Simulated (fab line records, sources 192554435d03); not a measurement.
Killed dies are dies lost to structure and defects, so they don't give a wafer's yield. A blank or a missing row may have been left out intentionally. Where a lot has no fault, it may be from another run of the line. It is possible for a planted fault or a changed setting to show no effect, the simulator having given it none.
fab line records	flow n5-finfet
[record] lots = 5	wafers = 15	last-day = 17
route steps=1938 shown HKMG_FIN@455 GATE_CUT@465 BEOL_M4@1111
lots that met no fault: from a run of the same line without faults
start-h: start of the lot's first displayed wafer, in hours after the record's first day	wait-h: hours from the lot's prior step to this one	" repeats the value in the row above	L1.1+2: one row covering several wafers at once	- either no value or no given start	* or withheld: withheld	< > ~ a bound
route shown NAME@n: NAME is a module with steps in the file, n the number in the route of the first one	usual: mean and standard deviation over wafers with no fault	same: alike in all rows	chamber/n: place in a boat	sites: each site's reading	_std_site: their standard deviation	_edge_site: mean of outer sites minus mean of inner sites	radius-mm: for every site, how far away it sits from the centre of the wafer	mask NAME#n: copy n	behind: the tool/chamber that last shaped the wafer	hold: cause of the lot's hold/its duration in hours/its outcome	device: the n, p or np transistor that did not switch	end of line: the same wafers' tests at the end of the route	step lacking rows: just its recipe	killed: count of dies lost to structure and defects at first sort (not the wafer's yield)	map: a wafer's dies, marking killed ones x, the rest . and places with no die _
set.NAME: the setting as run; set.NAME@STEP: as run at that earlier step	model.NAME: the simulator's own value behind a step, which no gauge read
a table for each step, a row for each wafer; lots at some steps of the route
services: the hour from which a tool's chamber was out of use, counted from the record's first day as start-h (under 0 if before that day), plus the number of hours and why
[[steps]]
[step N5_HKMG_FIN_STRIP_69]
[recipe] chemistry = N2/H2	power-w = 2500	temp-c = 300	h2-frac = 0.65	time-s = 360	pressure-mtorr = withheld	n2-flow-sccm = 1750	h2-flow-sccm = 3250
[step N5_HKMG_FIN_ALD_21]
[recipe] material = TiN	target-thk-a = 15	temp-c = 400	ald-precursor-family = TiCl4	ald-co-reactant = NH3	pulse-time-s = 1	purge-time-s = 3	co-reactant-purge-time-s = 2	co-reactant-pulse-time-s = 2	ald-cycles = 68	pressure-torr = 3
[step N5_HKMG_FIN_ALD_72]
[recipe] material = W	target-thk-a = 20	temp-c = 300	pressure-torr = 7.5	ald-precursor-family = WF6	ald-co-reactant = B2H6	pulse-time-s = 1	purge-time-s = 2	co-reactant-purge-time-s = 2	co-reactant-pulse-time-s = 3	ald-cycles = 7
[usual] heater-power-outer-w = 273/30	heater-power-w = 462/54	precursor-pulse-height-rel = 1.000/0.02
lot.wafer	tool	chamber	start-h	wait-h	heater-power-outer-w	heater-power-w	precursor-pulse-height-rel
L699.3	cvd-w-01	1	103.51	0.2	253	395	0.986
L699.4	"	1	"	"	238	394	1.002
L699.5	"	1	"	"	243	400	1.015
L706.2	cvd-w-01	1	147.05	0.2	243	414	0.994
L706.4	"	0	"	"	285	476	1.037
L706.5	"	1	"	"	241	409	1.002
L713.1	cvd-w-01	1	180.95	0.2	240	405	0.949
L713.2	"	1	"	"	241	399	1.015
L713.6	"	1	"	"	235	413	0.994
L717.1	cvd-w-01	1	207.63	0.2	245	407	0.989
L717.4	"	1	"	"	243	409	0.958
L717.5	"	1	"	"	239	410	0.994
L719.1	cvd-w-01	1	220.95	0.2	245	400	1.002
L719.4	"	1	"	"	231	422	0.971
L719.6	"	0	"	"	289	482	1.004
[step N5_HKMG_FIN_W_FILL_22]
[recipe] material = W	target-thk-a = 600	temp-c = 400	pressure-torr = 39.4	time-s = 18.2
[usual] heater-power-outer-w = 535/58	heater-power-w = 824/97	throttle-valve-pct = 19.0/0.83
lot.wafer	tool	chamber	start-h	wait-h	heater-power-outer-w	heater-power-w	throttle-valve-pct
L699.3	cvd-w-01	1	103.62	0.1	474	703	18.2
L699.4	"	1	"	"	464	753	18.5
L699.5	"	1	"	"	470	720	18.2
L706.2	cvd-w-01	1	147.11	0.0	485	728	18.4
L706.4	"	0	"	"	556	850	18.5
L706.5	"	1	"	"	470	721	18.3
L713.1	cvd-w-01	1	181.08	0.1	484	704	18.5
L713.2	"	1	"	"	480	717	18.7
L713.6	"	1	"	"	480	705	18.4
L717.1	cvd-w-01	1	207.69	0.0	479	748	18.7
L717.4	"	1	"	"	477	724	18.5
L717.5	"	1	"	"	463	728	18.6
L719.1	cvd-w-01	1	221.01	0.0	485	721	18.6
L719.4	"	1	"	"	474	733	18.6
L719.6	"	0	"	"	563	870	18.3
[step N5_HKMG_FIN_PRECLEAN_83]
[recipe] chemistry = DIW	time-s = 57.5	temp-c = 23
[step N5_HKMG_FIN_SRD_84]
[recipe] dry-time-s = 32	dry = n2-spin	spin-rpm = 1500
[step N5_HKMG_FIN_CMP_23]
[recipe] stop-on = SiNx	t-overpolish-s = 10	post-cmp-clean = rinse-only	down-force-psi = 4	platen-rpm = 50.289	pad-velocity-m-s = 1.0006	target-thk-nm = 46.326
[step N5_HKMG_FIN_CMP_94]
[recipe] stop-on = SiNx	post-cmp-clean = w-dilute-nh4oh	t-overpolish-s = 4.7	down-force-psi = 4	platen-rpm = 50.289	pad-velocity-m-s = 1.0006	target-thk-nm = 43.299
[usual] edge-zone-pressure-frac = 1.001/0.0047	head-pressure-psi = 4.001/0.0089	motor-current-A = 13.4/1.3
lot.wafer	tool	chamber	start-h	wait-h	edge-zone-pressure-frac	head-pressure-psi	motor-current-A
L699.3	cmp-03	2	104.21	0.4	0.999	4.002	14.1
L699.4	"	3	"	"	1.001	4.009	13.8
L699.5	"	2	"	"	0.993	3.996	14.4
L706.4	cmp-03	0	147.70	0.4	1.000	3.997	15.1
L706.2	"	1	"	"	1.005	3.998	12.8
L706.5	"	1	"	"	0.998	4.011	13.0
L713.1	cmp-01	2	181.73	0.3	1.006	3.998	12.6
L713.2	"	3	"	"	0.996	3.987	14.4
L713.6	"	1	"	"	0.999	3.994	12.5
L717.1	cmp-01	2	208.28	0.4	1.001	4.001	12.6
L717.4	"	3	"	"	1.007	3.995	13.2
L717.5	"	2	"	"	1.006	3.998	13.1
L719.4	cmp-03	2	221.60	0.4	0.998	4.014	14.4
L719.1	"	1	"	"	0.998	3.996	12.9
L719.6	"	2	"	"	0.996	4.008	14.1
[step N5_HKMG_FIN_INSPECT_28]
[recipe] inspect-instrument = darkfield	mode = post-cmp
[usual] raw-defect-count = 42/19
lot.wafer	tool	chamber	start-h	wait-h	raw-defect-count
L699.3	defect-inspect-01	-	104.44	0.0	43
L699.4	"	-	"	"	23
L699.5	"	-	"	"	35
L706.2	defect-inspect-01	-	147.93	0.0	83
L706.4	"	-	"	"	42
L706.5	"	-	"	"	65
L713.1	defect-inspect-01	-	181.93	0.0	27
L713.2	"	-	"	"	28
L713.6	"	-	"	"	27
L717.1	defect-inspect-01	-	208.51	0.0	37
L717.4	"	-	"	"	65
L717.5	"	-	"	"	60
L719.1	defect-inspect-02	-	221.83	0.0	35
L719.4	"	-	"	"	49
L719.6	"	-	"	"	82
[step N5_GATE_CUT_ETCHBACK_00]
[recipe] chemistry = SF6/Cl2	target = W	pressure-mtorr = 8	icp-w = 900	bias-w = 80	SF6_flow_sccm = 40	Cl2_flow_sccm = 60
[step N5_GATE_CUT_ETCH_56]
[recipe] chemistry = Cl2/Ar	target = TiN	target-depth-a = 216	pressure-mtorr = 10	icp-w = 600	bias-w = 60	Cl2_flow_sccm = 40	Ar_flow_sccm = 60
[usual] drypump-motor-current-A = 6.0/0.43	he-backside-leak-sccm = 3.37/0.19	oes-product-au = 0.75/0.079	throttle-valve-pct = 21.0/0.31
lot.wafer	tool	chamber	start-h	wait-h	drypump-motor-current-A	he-backside-leak-sccm	oes-product-au	rf-hours-counter-h	throttle-valve-pct
L699.3	rie-metal-03	0	104.63	0.1	6.6	3.34	0.74	-	21.2
L699.4	"	1	"	"	5.5	3.16	0.85	-	20.7
L699.5	"	1	"	"	5.4	3.20	0.85	-	20.7
L706.2	rie-metal-02	0	148.09	0.1	6.5	3.50	0.72	68	20.5
L706.4	"	1	"	"	5.7	3.49	0.86	-	20.7
L706.5	"	1	"	"	5.7	3.31	0.87	-	20.7
L713.1	rie-metal-03	0	182.09	0.1	6.6	3.47	0.72	65	21.2
L713.2	"	1	"	"	5.5	3.35	0.81	31	20.8
L713.6	"	0	"	"	6.6	3.43	0.72	-	21.2
L717.1	rie-metal-02	0	208.67	0.1	6.5	3.86	0.70	74	20.6
L717.4	"	0	"	"	6.5	3.45	0.70	-	20.5
L717.5	"	1	"	"	5.7	3.28	0.85	-	20.7
L719.1	rie-metal-01	0	221.99	0.1	5.8	3.50	0.62	103	21.4
L719.4	"	0	"	"	5.8	3.27	0.62	-	21.4
L719.6	"	1	"	"	6.1	3.39	0.67	-	21.2
[step N5_GATE_CUT_ETCHBACK_30]
[recipe] chemistry = Cl2/Ar	target = TiN	target-depth-a = 30	mode = isotropic	pressure-mtorr = 10	icp-w = 600	bias-w = 60	Cl2_flow_sccm = 40	Ar_flow_sccm = 60
[usual] drypump-motor-current-A = 6.0/0.43	he-backside-leak-sccm = 3.36/0.19	oes-product-au = 0.75/0.078	throttle-valve-pct = 21.0/0.3
lot.wafer	tool	chamber	start-h	wait-h	drypump-motor-current-A	he-backside-leak-sccm	oes-product-au	rf-hours-counter-h	throttle-valve-pct
L699.3	rie-metal-03	0	104.70	0.0	6.6	3.30	0.74	-	21.2
L699.4	"	1	"	"	5.5	2.96	0.83	-	20.8
L699.5	"	1	"	"	5.5	3.00	0.83	-	20.8
L706.2	rie-metal-02	0	148.18	0.1	6.5	3.00	0.72	68	20.5
L706.4	"	1	"	"	5.7	3.27	0.87	-	20.7
L706.5	"	1	"	"	5.7	3.34	0.87	-	20.7
L713.1	rie-metal-03	0	182.18	0.1	6.6	3.36	0.90	65	20.9
L713.2	"	1	"	"	5.5	3.33	1.00	31	20.5
L713.6	"	0	"	"	6.6	3.38	0.71	-	21.2
L717.1	rie-metal-02	0	208.76	0.1	6.5	3.63	0.70	74	20.5
L717.4	"	0	"	"	6.5	3.38	0.70	-	20.5
L717.5	"	1	"	"	5.7	3.38	0.85	-	20.7
L719.1	rie-metal-01	0	222.08	0.1	5.8	3.53	0.63	103	21.4
L719.4	"	0	"	"	5.8	3.50	0.63	-	21.4
L719.6	"	1	"	"	6.0	3.71	0.68	-	21.2
[step N5_GATE_CUT_VAPOR_ETCH_60]
[recipe] chemistry = BCl3/Cl2	target = HfO2	mode = isotropic
[usual] drypump-motor-current-A = 6.0/0.43	he-backside-leak-sccm = 3.37/0.18	oes-product-au = 0.75/0.075
lot.wafer	tool	chamber	start-h	wait-h	drypump-motor-current-A	he-backside-leak-sccm	oes-product-au
L699.3	rie-metal-03	0	104.73	0.0	6.6	3.32	0.72
L699.4	"	1	"	"	5.4	3.13	0.83
L699.5	"	1	"	"	5.4	3.16	0.83
L706.2	rie-metal-02	0	148.21	0.0	6.5	3.49	0.72
L706.4	"	1	"	"	5.7	3.23	0.89
L706.5	"	1	"	"	5.7	3.40	0.88
L713.1	rie-metal-03	0	182.21	0.0	6.6	3.37	0.72
L713.2	"	1	"	"	5.5	3.15	0.81
L713.6	"	0	"	"	6.6	3.43	0.71
L717.1	rie-metal-02	0	208.79	0.0	6.5	3.18	0.71
L717.4	"	0	"	"	6.5	3.49	0.71
L717.5	"	1	"	"	5.7	3.33	0.86
L719.1	rie-metal-01	0	222.11	0.0	5.8	3.62	0.65
L719.4	"	0	"	"	5.8	3.58	0.65
L719.6	"	1	"	"	6.1	3.42	0.69
[step N5_BEOL_M4_RC_MEAS_101]
[usual] DIBL_N = 37.0/1.7	DIBL_P = 36.7/2	IOFF_N = 0.17/0.035	IOFF_P = 0.22/0.035	ION_N = 672/12	ION_P = 461/7.5	SS_N = 71.6/0.67	SS_P = 73.4/0.64	VT_N = 250/3.5	VT_P = -250/3.5
lot.wafer	tool	chamber	start-h	wait-h	DIBL_N[mV/V]	DIBL_P[mV/V]	IOFF_N[nA/um]	IOFF_P[nA/um]	ION_N[uA/um]	ION_P[uA/um]	SS_N[mV/dec]	SS_P[mV/dec]	VT_N[mV]	VT_P[mV]
L699.3	prober-02	0	187.62	0.3	37.1	37.4	0.18	0.26	689	474	70.9	73.6	247	-248
L699.4	"	0	"	"	34.3	33.4	0.13	0.19	655	455	71.2	72.7	250	-252
L699.5	"	0	"	"	36.9	37.0	0.18	0.26	674	463	72.4	74.1	247	-245
L706.2	prober-02	0	227.12	0.2	34.6	34.7	0.13	0.17	674	457	70.9	72.6	254	-256
L706.4	"	0	"	"	35.8	36.6	0.15	0.20	667	457	71.6	73.4	254	-252
L706.5	"	0	"	"	37.8	39.5	0.19	0.24	686	469	71.2	74.7	252	-250
L713.1	prober-02	0	261.62	0.0	35.4	34.1	0.13	0.19	665	456	71.3	73.2	255	-251
L713.2	"	0	"	"	35.9	35.2	0.14	0.20	670	461	70.9	73.0	251	-252
L713.6	"	0	"	"	37.7	36.7	0.17	0.23	681	462	72.1	74.0	250	-248
L719.1	prober-02	0	299.94	0.0	37.6	36.3	0.16	0.20	678	465	72.5	72.6	248	-252
L719.4	"	0	"	"	38.8	36.8	0.18	0.22	685	471	72.0	73.4	249	-248
L719.6	"	0	"	"	36.0	34.2	0.14	0.18	677	461	70.9	72.0	251	-251
L717.1	prober-02	0	302.21	0.0	38.1	38.9	0.17	0.20	667	451	71.8	73.7	251	-252
L717.4	"	0	"	"	37.7	39.0	0.17	0.21	667	457	72.5	74.0	251	-252
L717.5	"	0	"	"	39.2	39.0	0.19	0.21	674	460	72.1	73.5	248	-250
[[services]]
tool	chamber	start-h	hours	kind
cmp-03	-	82.72	1.8	repair
cvd-w-01	0	91.57	2.4	repair
cvd-w-01	0	96.11	9.9	repair
cmp-01	-	148.66	2.2	repair
cvd-w-01	0	165.12	11.7	repair
cmp-01	-	174.91	4.0	pm
cmp-01	-	178.91	-	consumable-replace:conditioner
cmp-01	-	178.91	-	consumable-replace:pad
cvd-w-01	0	179.35	6.4	repair
cmp-01	-	180.08	0.8	repair
rie-metal-01	1	182.26	8.9	repair
[[key]]
[first-sign] step = N5_GATE_CUT_ETCHBACK_30	reading = oes-product-au	direction = up	sigmas = 2.6	usual = 0.75	struck = 0.95
effect none on later readings
met-at N5_GATE_CUT_ETCHBACK_30
struck-wafers L713.1,L713.2
onset-between 104.70 182.18
[fault] kind = process-parameter-drift	tool = rie-metal-03	chamber = -	onset-h = 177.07	steps = N5_GATE_CUT_ETCHBACK_30	channel = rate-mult	offset = 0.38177	shape = step	end-h = 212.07	scope = struck-wafers-only
